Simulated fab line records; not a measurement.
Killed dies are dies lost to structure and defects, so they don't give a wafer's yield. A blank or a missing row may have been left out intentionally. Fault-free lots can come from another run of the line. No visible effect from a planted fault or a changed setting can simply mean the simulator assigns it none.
Problem report in the 8D (eight disciplines) form, filled by code / flow n5_finfet / the parts of the form that need people (team, actions taken, sign-off) are left out

1. WHAT WENT WRONG
head_pressure_psi at N5_BEOL_M15_CMP_49 reads a mean of 2.807 psi on 6 wafers of 2 lots; wafers without a fault read 2.000 psi with a standard deviation of 0.004. That is +99 or more standard deviations from the usual mean.
The step: polishes, stops on SiO2, t overpolish 4.9 s, target thk 850 nm.
The first sign was on wafer L932.4 at day 15 21:54, on cmp-02. At this step, 32 wafers from 11 lots have a number in the record. Rule for "out", or "out of limits": more than 4 standard deviations from the usual mean. Any other wafer with a number is counted as sound.

2. WHAT THIS IS AND IS NOT
question=which readings at this step | is=head_pressure_psi, barrier_field_endpoint_s | is not=edge_zone_pressure_frac, overpolish_run_s
question=which lots | is=L932, L935 | is not=L926, L927, L928, L929, L931, L934, L944, L945, L947
question=which wafers of those lots | is=all that have a number | is not=-
question=read on which tools | is=cmp-02 | is not=cmp-01, cmp-03
question=when | is=from day 15 21:54 | is not=up to then (15 sound wafers); but 11 sound wafers of L934, L944, L945, L947 came after

3. SUSPECTS, AND WHAT RULES EACH OUT
Counting: a tool at any process step up to the reading remains a suspect when it ran all the lots that are out and ran no sound lot after the first of those.
- cmp-02 at N5_BEOL_M15_CMP_49 (polishes, stops on SiO2, t overpolish 4.9 s, target thk 850 nm): kept. Every lot that is out went through it, starting with L932 (day 15 21:54), and after that it ran no sound lot; the last sound lot it ran before then is L931 (day 15 09:34). On those wafers its own readings are out: barrier_field_endpoint_s, head_pressure_psi.
The count leaves cmp-02 at N5_BEOL_M15_CMP_49.

4. THE CAUSE (what the simulator had put in)
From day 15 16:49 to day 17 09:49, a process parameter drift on cmp-02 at N5_BEOL_M15_CMP_49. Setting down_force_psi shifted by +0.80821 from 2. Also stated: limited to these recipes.
This tool alone remained once counting was done.

5. THE CHAIN OF EFFECTS, in route order
Rows list readings where the struck wafers' mean (over those with a number) sits beyond 3 standard deviations from the usual. Readings are gone through only where the record gives a usual standard deviation; hours: the median, over the lots, of the time from a lot's start at the first step in this table giving one to that lot's start at this step; sigmas: the change measured in usual standard deviations.
hours=0; step=N5_BEOL_M15_CMP_49; reading=barrier_field_endpoint_s; usual=11.31 s; on struck wafers=7.97; change=-3.34; sigmas=-13
hours=0; step=N5_BEOL_M15_CMP_49; reading=head_pressure_psi; usual=2.000 psi; on struck wafers=2.807; change=+0.807; sigmas=+99 or more
The process steps in it:
- N5_BEOL_M15_CMP_49: polishes, stops on SiO2, t overpolish 4.9 s, target thk 850 nm.

6. WHAT WOULD HAVE CAUGHT IT SOONER
5 hours passed between the start of the fault at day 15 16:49 and the first reading out of limits in this record, taken at day 15 21:54.
